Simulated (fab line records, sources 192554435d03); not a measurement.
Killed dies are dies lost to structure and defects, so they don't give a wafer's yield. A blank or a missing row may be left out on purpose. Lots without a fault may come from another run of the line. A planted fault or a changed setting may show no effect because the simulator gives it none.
Chamber matching | flow n5_finfet | N5_BEOL_M2_ALD_84 on ald_metal-01: 4 sister chambers
The step deposits TaN, pulse time 2 s, purge time 3 s, co reactant purge time 2 s. 33 wafers are shown with their chamber, then 12 later ones without.

WAFERS WITH THEIR CHAMBER
wafer  | chamber | heater_power_w (W)
L074.1 | 1       | 450
L074.2 | 3       | 400
L074.3 | 0       | 399
L075.1 | 0       | 398
L075.4 | 3       | 386
L075.6 | 0       | 398
L077.4 | 0       | 416
L077.5 | 1       | 469
L077.6 | 2       | 482
L078.2 | 2       | 494
L078.4 | 3       | 395
L078.5 | 0       | 407
L080.2 | 2       | 493
L080.4 | 1       | 466
L080.5 | 1       | 458
L081.2 | 1       | 471
L081.3 | 2       | 492
L081.5 | 2       | 485
L082.1 | 2       | 488
L082.4 | 0       | 385
L082.6 | 1       | 464
L086.3 | 0       | 409
L086.4 | 1       | 468
L086.6 | 1       | 452
L087.2 | 2       | 477
L087.3 | 0       | 406
L087.4 | 3       | 386
L090.1 | 0       | 402
L090.2 | 3       | 390
L090.3 | 1       | 473
L092.1 | 1       | 469
L092.3 | 2       | 491
L092.4 | 3       | 393

SIGNATURES (means of the wafers above)
reading        | chamber 0 | chamber 1 | chamber 2 | chamber 3 | scatter within a chamber
heater_power_w | 402.22    | 464.00    | 487.75    | 391.67    | 7.41
Rule: a wafer's distance from a chamber is the root of the sum, over the readings, of the square of ((its reading less the chamber's mean) divided by the reading's scatter). The wafer belongs to the nearest chamber; if the next one is less than 2 further off, it can't be placed. The scatter: the root of (the sum of the squares of (reading less its chamber's mean) over the shown wafers, divided by (wafers less chambers)).

WAFERS WITHOUT THEIR CHAMBER
wafer  | heater_power_w (W)
L094.2 | 489
L094.3 | 457
L094.5 | 390
L093.2 | 452
L093.4 | 399
L093.6 | 409
L096.1 | 468
L096.4 | 392
L096.6 | 495
L097.2 | 394
L097.5 | 385
L097.6 | 485

WHICH CHAMBER EACH WENT THROUGH
wafer  | from the rows above     | in truth
L094.2 | 2                       | 2
L094.3 | 1                       | 1
L094.5 | can't be placed: 3 or 0 | 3
L093.2 | 1                       | 1
L093.4 | can't be placed: 0 or 3 | 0
L093.6 | can't be placed: 0 or 3 | 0
L096.1 | 1                       | 1
L096.4 | can't be placed: 3 or 0 | 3
L096.6 | 2                       | 2
L097.2 | can't be placed: 3 or 0 | 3
L097.5 | can't be placed: 3 or 0 | 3
L097.6 | 2                       | 2
Placed correctly: 6 of 12. Can't be placed from these rows: 6 (the true chamber is among the candidates in 6). Placed wrongly: 0.
